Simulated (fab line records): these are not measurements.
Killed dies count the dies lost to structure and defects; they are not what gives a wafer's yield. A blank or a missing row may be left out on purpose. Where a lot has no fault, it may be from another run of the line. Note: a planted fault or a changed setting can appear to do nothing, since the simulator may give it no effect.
Chamber matching + flow nand harc + NHARC_P_CONTACT_DESCUM_17 on rie diel-11: 4 sister chambers
The step chemistry O2, time 3 s. 4 wafers are shown with their chamber, then 10 later ones without.

EACH WAFER AND ITS CHAMBER
| wafer  | chamber | drypump motor current A (A) |
|--------|---------|-----------------------------|
| L085.6 | 0       | 6.7                         |
| L087.2 | 1       | 6.1                         |
| L089.2 | 3       | 5.1                         |
| L089.4 | 2       | 6.0                         |

WAFERS WITH NO CHAMBER GIVEN
| wafer  | drypump motor current A (A) |
|--------|-----------------------------|
| L089.5 | 6.1                         |
| L088.3 | 6.0                         |
| L088.5 | 6.1                         |
| L088.6 | 6.0                         |
| L094.1 | 6.1                         |
| L094.4 | 6.6                         |
| L094.5 | 6.1                         |
| L095.1 | 6.2                         |
| L095.4 | 6.0                         |
| L095.5 | 5.1                         |

WHICH CHAMBER EACH ONE RAN IN
| wafer  | from the rows above | in truth |
|--------|---------------------|----------|
| L089.5 | 1                   | 1        |
| L088.3 | 2                   | 2        |
| L088.5 | 1                   | 1        |
| L088.6 | 2                   | 2        |
| L094.1 | 1                   | 1        |
| L094.4 | 0                   | 0        |
| L094.5 | 1                   | 1        |
| L095.1 | 1                   | 1        |
| L095.4 | 2                   | 2        |
| L095.5 | 3                   | 3        |
10 of 10 placed correctly. From these rows, 0 cannot be placed. Number placed wrongly: 0.
How it was worked out, from the rows above alone: a wafer's distance from a chamber is the root of the sum, over the readings, of the square of ((its reading less the chamber's mean) divided by the reading's scatter). If the next closest chamber is less than 2 further off than the closest, the wafer can't be placed; otherwise it belongs to the closest. Each chamber's mean is taken over the wafers shown for it. The scatter (one wafer shown for each chamber): square how far every hidden wafer sits from the nearest shown wafer, average those squares and take the square root.
